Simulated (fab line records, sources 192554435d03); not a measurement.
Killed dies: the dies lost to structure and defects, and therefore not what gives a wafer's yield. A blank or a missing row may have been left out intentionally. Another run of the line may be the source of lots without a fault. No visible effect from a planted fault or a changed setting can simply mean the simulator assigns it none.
fab line records | flow n5-finfet
record lots=3 wafers=9 last-day=16
route steps=1938 shown BEOL_M4@1021 PASSIVATION@1936
lots that met no fault: from a run of the same line without faults
start-h: start of the lot's first displayed wafer, in hours after the record's first day | wait-h: hours since the lot's step before | " identical to the entry in the row above | L1.1+2: a single row standing in for several wafers | - value missing, or start not given | * or withheld: withheld | < > ~ a bound
route shown NAME@n: NAME is a module with steps in the file, n the number in the route of the first one | usual: average and standard deviation across the fault-free wafers | same: alike in all rows | chamber/n: place in a boat | sites: per-site readings | _std_site: their standard deviation | _edge_site: outer sites' mean less inner sites' | radius-mm: for every site, how far away it sits from the centre of the wafer | mask NAME#n: copy n | behind: the tool/chamber that last shaped the wafer | hold: what put the lot on hold/how long, in hours/how the hold closed | device: which transistor (n, p or np) failed to switch | end of line: tests of these same wafers at the route's end | a step with no rows: only its recipe | killed: not the wafer's yield, but the dies lost to structure and defects at the first sort | map: a wafer's dies, x killed, . not, _ none there
set.NAME: the run value of the setting; set.NAME@STEP: its run value at that earlier step | model.NAME: the simulator's own value behind a step, which no gauge read
lots at some steps of the route; a table a step, a row a wafer
services: from which hour (start-h, from the record's first day; less than 0 if before it) a tool's chamber was out of use, for how many hours, and why
## steps
# step N5_BEOL_M4_ILD_DEP_00
# recipe material=SiOC target-thk-a=790 temp-c=350 precursor=DEMS/O2 pressure-torr=5 rf-w=500 time-s=15.3
# step N5_BEOL_M4_PECVD_72
# recipe material=SiO2 target-thk-a=160 temp-c=400 precursor=TEOS/O2 pressure-torr=5.5 rf-w=450 teos-flow-sccm=53.8 gas=O2 flow-sccm=3000 time-s=18
# step N5_BEOL_M4_HM_DEP_02
# recipe material=TiN target-thk-a=200 temp-c=25 chamber-pressure-pa=0.49996
# step N5_BEOL_M4_COAT_61
# recipe resist=SOC temp-c=250 time-s=60 spin-rpm=1500 resist-thk-nm=60
# step N5_BEOL_M4_COAT_62
# recipe resist=SiARC temp-c=220 time-s=60 spin-rpm=1500 resist-thk-nm=12
# step N5_BEOL_M4_COAT_73
# recipe resist=underlayer temp-c=205 time-s=60 spin-rpm=1500 resist-thk-nm=5
# step N5_BEOL_M4_COAT_05
# recipe resist=CAR-EUV spin-rpm=1500 resist-thk-nm=30
# step N5_BEOL_M4_EBR_07
# recipe solvent=PGMEA ebr-width-mm=1.5
# step N5_BEOL_M4_SOFTBAKE_06
# recipe temp-c=110 time-s=60 resist=CAR-EUV
# step N5_BEOL_M4_EXPOSE_08
# recipe mask-id=M4 na=0.33 source-shape=dipole sigma-inner=0.369 sigma-outer=0.767 polarization=unpolarized dose-mj=41.25
# same sigma-outer=0.767
# columns lot.wafer tool chamber start-h wait-h mask
L655.1+2+3 euv-scanner-02 0 155.24 - M4#0
L667.3+4+5 euv-scanner-02 0 230.29 - M4#0
L670.1+2+4 euv-scanner-02 0 264.43 - M4#0
# step N5_BEOL_M4_PEB_09
# recipe peb-temp-c=100 peb-time-s=60 resist=CAR-EUV
# step N5_BEOL_M4_DEVELOP_10
# recipe develop-time-s=30 developer=TMAH resist=CAR-EUV rinse-liquid=surfactant-rinse dry=air-spin dev-temp-c=23
# step N5_BEOL_M4_DESCUM_16
# recipe chemistry=O2 time-s=7 source-power-w=50 bias-power-w=20 pressure-mtorr=20 rf-frequency-hz=2.712e+07 temp-c=40 resist=CAR-EUV o2-flow-sccm=225
# step N5_BEOL_M4_ETCH_74
# recipe chemistry=N2/H2 target=underlayer target-depth-a=65 mask-material=CAR-EUV time-s=5.2 ion-energy-ev=200 pressure-mtorr=30 source-w=840 bias-w=150 n2-flow-sccm=200 h2-flow-sccm=200 ends=cleared
# usual drypump-motor-current-A=5.6/0.49 etch-rf-on-time-s=5.26/0.19 oes-product-au=0.66/0.085 rf-vpp-V=524.3/2.9 showerhead-plenum-p-Torr=2.55/0.092 throttle-valve-pct=17.7/0.32
# columns lot.wafer tool chamber start-h wait-h drypump-motor-current-A etch-rf-on-time-s oes-product-au rf-hours-counter-h rf-vpp-V showerhead-plenum-p-Torr throttle-valve-pct model.BEOL_M4.cd-offset-nm
L655.1 rie-diel-05 0 155.53 0.0 5.2 5.50 0.59 177 521.1 2.52 17.5 -0.4
L655.2 " 3 " " 4.8 5.14 0.62 182 526.5 2.65 17.9 0
L655.3 " 1 " " 5.4 5.51 0.61 175 523.0 2.51 17.7 0.2
L667.3 rie-diel-01 1 230.57 0.0 5.9 5.19 0.60 199 524.6 2.61 18.0 -0.2
L667.4 " 3 " " 5.8 5.51 0.73 25 521.9 2.48 17.4 0
L667.5 " 0 " " 6.0 5.29 0.58 - 526.7 2.62 18.0 -0.2
L670.1 rie-diel-05 3 264.72 0.0 4.8 5.12 0.59 221 524.5 2.63 17.9 0.4
L670.2 " 2 " " 6.2 5.21 0.59 222 517.1 2.42 18.3 0.4
L670.4 " 1 " " 5.4 5.42 0.59 217 523.6 2.49 17.8 -0.2
# step N5_BEOL_M4_ETCH_63
# recipe chemistry=CF4 target=SiARC target-depth-a=156 mask-material=CAR-EUV time-s=26 ion-energy-ev=80 pressure-mtorr=40 source-w=545 bias-w=36 Ar_flow_sccm=100 cf4-flow-sccm=100 ends=cleared
# step N5_BEOL_M4_ETCH_64
# recipe chemistry=N2/H2 target=SOC target-depth-a=750 overetch-a=225 mask-material=SiARC temp-c=40 time-s=121.9 ion-energy-ev=200 pressure-mtorr=30 source-w=840 bias-w=150 n2-flow-sccm=200 h2-flow-sccm=200
# step N5_BEOL_M4_STRIP_65
# recipe chemistry=N2/H2 temp-c=40 n2-flow-sccm=200 h2-flow-sccm=200 rf-frequency-hz=6e+07
# step N5_BEOL_M4_STRIP_75
# recipe chemistry=N2/H2 temp-c=40 n2-flow-sccm=200 h2-flow-sccm=200 rf-frequency-hz=6e+07
# step N5_BEOL_M4_STRIP_66
# recipe chemistry=CF4 resist=SiARC power-w=300 bias-power-w=75 pressure-mtorr=50 cf4-flow-sccm=150 rf-frequency-hz=6e+07
# step N5_BEOL_M4_HM_OPEN_17
# recipe chemistry=Cl2/BCl3 target-depth-a=200 overetch-a=60 target=TiN mask-material=SOC ion-energy-ev=150 pressure-mtorr=10 icp-w=1000 bias-w=126 Cl2_flow_sccm=53.25 bcl3-flow-sccm=21.75 Ar_flow_sccm=25
# usual drypump-motor-current-A=5.47/0.3 oes-product-au=0.71/0.093 throttle-valve-pct=22.24/0.29
# columns lot.wafer tool chamber start-h wait-h drypump-motor-current-A oes-product-au rf-hours-counter-h throttle-valve-pct model.BEOL_M4.cd-offset-nm
L655.1 rie-metal-01 1 155.75 0.0 5.63 0.80 9 21.76 -0.6
L655.2 " 0 " " 5.47 0.78 4 22.56 -0.4
L655.3 " 1 " " 5.65 0.79 - 21.77 0
L667.3 rie-metal-03 1 230.81 0.1 5.91 0.67 - 22.48 -0.2
L667.4 " 0 " " 5.67 0.61 - 22.28 0.4
L667.5 " 1 " " 5.92 0.66 - 22.50 0
L670.1 rie-metal-01 1 264.94 0.0 5.61 0.75 18 21.80 0.2
L670.2 " 0 " " 5.47 0.73 14 22.59 0.2
L670.4 " 0 " " 5.47 0.73 - 22.61 -0.2
# step N5_BEOL_M4_STRIP_19
# recipe chemistry=O2 power-w=400 temp-c=40 pressure-mtorr=30 rf-frequency-hz=6e+07 bias-power-w=0 overash-fraction=0.2 o2-flow-sccm=225
# step N5_BEOL_M4_COAT_67
# recipe resist=SOC temp-c=250 time-s=60 spin-rpm=1500 resist-thk-nm=60
# step N5_BEOL_M4_COAT_68
# recipe resist=SiARC temp-c=220 time-s=60 spin-rpm=1500 resist-thk-nm=12
# step N5_BEOL_M4_COAT_76
# recipe resist=underlayer temp-c=205 time-s=60 spin-rpm=1500 resist-thk-nm=5
# step N5_BEOL_M4_COAT_22
# recipe resist=CAR-EUV spin-rpm=1500 resist-thk-nm=30
# step N5_BEOL_M4_EBR_24
# recipe solvent=PGMEA ebr-width-mm=1.5
# step N5_BEOL_M4_SOFTBAKE_23
# recipe temp-c=110 time-s=60 resist=CAR-EUV
# step N5_BEOL_M4_EXPOSE_25
# recipe mask-id=V3 na=0.33 source-shape=quasar sigma-inner=0.2 sigma-outer=0.8 polarization=unpolarized defocus-nm=5 dose-mj=63
# step N5_BEOL_M4_PEB_26
# recipe peb-temp-c=100 peb-time-s=60 resist=CAR-EUV
# step N5_BEOL_M4_DEVELOP_27
# recipe develop-time-s=30 developer=TMAH resist=CAR-EUV rinse-liquid=surfactant-rinse dry=air-spin dev-temp-c=23
# step N5_BEOL_M4_DESCUM_33
# recipe chemistry=O2 time-s=7 source-power-w=50 bias-power-w=20 pressure-mtorr=20 rf-frequency-hz=2.712e+07 temp-c=40 resist=CAR-EUV o2-flow-sccm=225
# step N5_BEOL_M4_ETCH_77
# recipe chemistry=N2/H2 target=underlayer target-depth-a=65 mask-material=CAR-EUV time-s=5.2 ion-energy-ev=200 pressure-mtorr=30 source-w=840 bias-w=150 n2-flow-sccm=200 h2-flow-sccm=200 ends=cleared
# step N5_BEOL_M4_RC_MEAS_101
# usual DIBL_N=37.0/2.3 DIBL_P=37.3/2.8 IOFF_N=0.17/0.046 IOFF_P=0.23/0.054 ION_N=675/14 ION_P=460/9.3 SS_N=71.7/0.73 SS_P=73.6/0.95 VT_N=249/3.9 VT_P=-250/3.9
# columns lot.wafer tool chamber start-h wait-h DIBL_N[mV/V] DIBL_P[mV/V] IOFF_N[nA/um] IOFF_P[nA/um] ION_N[uA/um] ION_P[uA/um] SS_N[mV/dec] SS_P[mV/dec] VT_N[mV] VT_P[mV]
L655.1 prober-02 0 166.83 0.0 38.3 37.4 0.19 0.24 678 466 72.0 74.5 249 -248
L655.2 " 0 " " 38.3 37.7 0.20 0.26 692 475 71.7 74.3 245 -248
L655.3 " 0 " " 39.2 38.7 0.21 0.28 700 476 72.1 74.4 245 -246
L667.3 prober-02 0 248.51 0.3 36.3 37.7 0.16 0.24 667 464 71.0 73.4 248 -247
L667.4 " 0 " " 34.2 34.5 0.13 0.20 659 461 70.2 73.1 251 -249
L667.5 " 0 " " 38.9 40.7 0.24 0.32 700 478 71.8 74.5 243 -243
L670.1 prober-01 0 275.30 0.0 38.0 38.8 0.17 0.22 671 458 71.5 73.4 249 -253
L670.2 " 0 " " 36.8 37.0 0.16 0.20 687 464 71.2 73.2 249 -253
# step N5_PASSIVATION_PROBE_49
# usual defect-limited-yield=91.5/1.3 killed_at_M0_to_M3=36/10 killed_at_M4_up=13/4.7 killed-at-contacts=13/6.7 killed-at-front-end=37/9.7 killed-at-other=2.6/2.3 killed-dies=101/15 killed-on-rim=14/4.3 killed-open=67/12 killed-short=32/6.7 sort_bin_5_function=5.0/0.89 sort_bin_6_memory=3.2/0.63 sort-n-pass=1079/16 sort-yield-pct=91.4/1.4
# same gross-dies=1180 killed-at-back-side=0 sort_bin_4_leakage[%]=0 sort_bin_8_speed[%]=0
# columns lot.wafer tool chamber start-h wait-h defect-limited-yield[%] killed_at_M0_to_M3 killed_at_M4_up killed-at-contacts killed-at-front-end killed-at-other killed-dies killed-on-rim killed-open killed-short sort_bin_5_function[%] sort_bin_6_memory[%] sort-n-pass sort-yield-pct[%]
L670.4 prober-01 - 383.26 0.2 0 20 1088 34 33 5 1180 152 79 24 66.1 7.3 0 0
# killed by level:class
L670.4 BEOL_M4:area-expose=1075 MOL_CONTACT_COAG:geometric-particle:open=30 FIN_SAQP:geometric-particle:open=12 FIN_SAQP:geometric-particle:short=9 BEOL_M1:geometric-particle:open=8 BEOL_M4:geometric-particle:open=8 BEOL_M3:geometric-particle:open=6 BEOL_M6:geometric-particle:open=4
# map L670.4 (x killed, . not)
_________________xxxxxxxxxxxx________________
______________xxxxxxxxxxxxxxxxxx_____________
___________xxxxxxxxxxxxxxxxxxxxxxxx__________
__________xxxxxxxxxxxxxxxxxxxxxxxxxx_________
________xxxxxxxxxxxxxxxxxxxxxxxxxxxxxx_______
_______xxxxxxxxxxxxxxxxxxxxxxxxxxxxxxxx______
______xxxxxxxxxxxxxxxxxxxxxxxxxxxxxxxxxx_____
_____xxxxxxxxxxxxxxxxxxxxxxxxxxxxxxxxxxxx____
____xxxxxxxxxxxxxxxxxxxxxxxxxxxxxxxxxxxxxx___
___xxxxxxxxxxxxxxxxxxxxxxxxxxxxxxxxxxxxxxxx__
___xxxxxxxxxxxxxxxxxxxxxxxxxxxxxxxxxxxxxxxx__
__xxxxxxxxxxxxxxxxxxxxxxxxxxxxxxxxxxxxxxxxxx_
__xxxxxxxxxxxxxxxxxxxxxxxxxxxxxxxxxxxxxxxxxx_
_xxxxxxxxxxxxxxxxxxxxxxxxxxxxxxxxxxxxxxxxxxxx
_xxxxxxxxxxxxxxxxxxxxxxxxxxxxxxxxxxxxxxxxxxxx
_xxxxxxxxxxxxxxxxxxxxxxxxxxxxxxxxxxxxxxxxxxxx
_xxxxxxxxxxxxxxxxxxxxxxxxxxxxxxxxxxxxxxxxxxxx
_xxxxxxxxxxxxxxxxxxxxxxxxxxxxxxxxxxxxxxxxxxxx
_xxxxxxxxxxxxxxxxxxxxxxxxxxxxxxxxxxxxxxxxxxxx
_xxxxxxxxxxxxxxxxxxxxxxxxxxxxxxxxxxxxxxxxxxxx
_xxxxxxxxxxxxxxxxxxxxxxxxxxxxxxxxxxxxxxxxxxxx
__xxxxxxxxxxxxxxxxxxxxxxxxxxxxxxxxxxxxxxxxxx_
__xxxxxxxxxxxxxxxxxxxxxxxxxxxxxxxxxxxxxxxxxx_
___xxxxxxxxxxxxxxxxxxxxxxxxxxxxxxxxxxxxxxxx__
___xxxxxxxxxxxxxxxxxxxxxxxxxxxxxxxxxxxxxxxx__
____xxxxxxxxxxxxxxxxxxxxxxxxxxxxxxxxxxxxxx___
_____xxxxxxxxxxxxxxxxxxxxxxxxxxxxxxxxxxxx____
______xxxxxxxxxxxxxxxxxxxxxxxxxxxxxxxxxx_____
_______xxxxxxxxxxxxxxxxxxxxxxxxxxxxxxxx______
________xxxxxxxxxxxxxxxxxxxxxxxxxxxxxx_______
__________xxxxxxxxxxxxxxxxxxxxxxxxxx_________
___________xxxxxxxxxxxxxxxxxxxxxxxx__________
______________xxxxxxxxxxxxxxxxxx_____________
_________________xxxxxxxxxxxx________________
# map L667.4 (x killed, . not)
_________________x...........________________
______________.................._____________
___________.................x......__________
__________..............x..........._________
________..x....x..............x......._______
_______..xx.....x.......x..............______
______.................................x_____
_____x..............x.....x..........x...____
____x.x........x............x...x...x.....___
___..x.............x....x..................__
___.....x......x...........x........x......__
__.....x...x....xx...x.....x...x............_
__...x........x.x.......x..........xx......._
_.x.x...........x..........................x.
_...............................x............
_.........x.......x.....................x....
_..x......x........................x......x..
_.............x...........................x..
_............................................
_......x.........x.......x................x..
_.xxx..................x.........x..........x
__........x........x....x..........x..x....._
__.....x.....x......x........x.x............_
___.....xx..........x...x................x.__
___.....x....x.x...........................__
____x............x...x....................___
_____.................x.x................____
______....x....x.............xx........._____
_______.....x..x.................x.....______
________x.....xx.............x........_______
__________.............x..x......x.._________
___________...x...x.x..x...........__________
______________........x........._____________
_________________x..........x________________
## services
# columns tool chamber start-h hours kind
rie-diel-01 3 138.40 - clean
rie-diel-01 3 138.40 - consumable-replace:focus-ring
rie-diel-01 3 138.40 15.9 scheduled-down
rie-diel-01 3 138.40 15.9 vent-cycle
euv-scanner-02 - 145.00 0.2 repair
euv-scanner-02 - 146.10 1.0 pm
euv-scanner-02 - 156.87 0.9 repair
rie-metal-01 1 176.04 4.8 repair
euv-scanner-02 - 196.67 4.6 pm
euv-scanner-02 - 202.25 1.0 pm
euv-scanner-02 0 219.42 - calibration
rie-diel-05 3 226.98 4.9 repair
rie-diel-01 2 234.02 5.6 repair
euv-scanner-02 - 235.44 0.3 repair
rie-diel-05 2 241.81 11.7 repair
rie-metal-03 - 242.53 0.8 repair
euv-scanner-02 - 258.40 1.0 pm
## key
first-sign step=N5_PASSIVATION_PROBE_49 reading=killed_at_M4_up direction=up sigmas=99+ usual=13 struck=1088
effect step=N5_PASSIVATION_PROBE_49 reading=defect-limited-yield direction=down sigmas=70 usual=91.5 struck=0
model-effect step=N5_BEOL_M4_ETCH_74 value=BEOL_M4.cd-offset-nm without=0.4 struck=-0.2
model-effect step=N5_BEOL_M4_HM_OPEN_17 value=BEOL_M4.cd-offset-nm without=0.4 struck=-0.2
more-kills-born-at N5_BEOL_M4_EXPOSE_08@euv-scanner-02=1075
met-at N5_BEOL_M4_EXPOSE_08
struck-wafers L670.4
later-rows-left-out L670.4
onset-between 230.29 264.43
fault kind=process-parameter-drift tool=euv-scanner-02 chamber=- onset-h=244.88 steps=N5_BEOL_M4_EXPOSE_08 channel=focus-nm offset=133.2 shape=step end-h=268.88 scope=struck-wafers-only
# later-rows-left-out: the simulator's readings of these wafers behind a module that went badly wrong aren't trusted and aren't shown, but for the sort
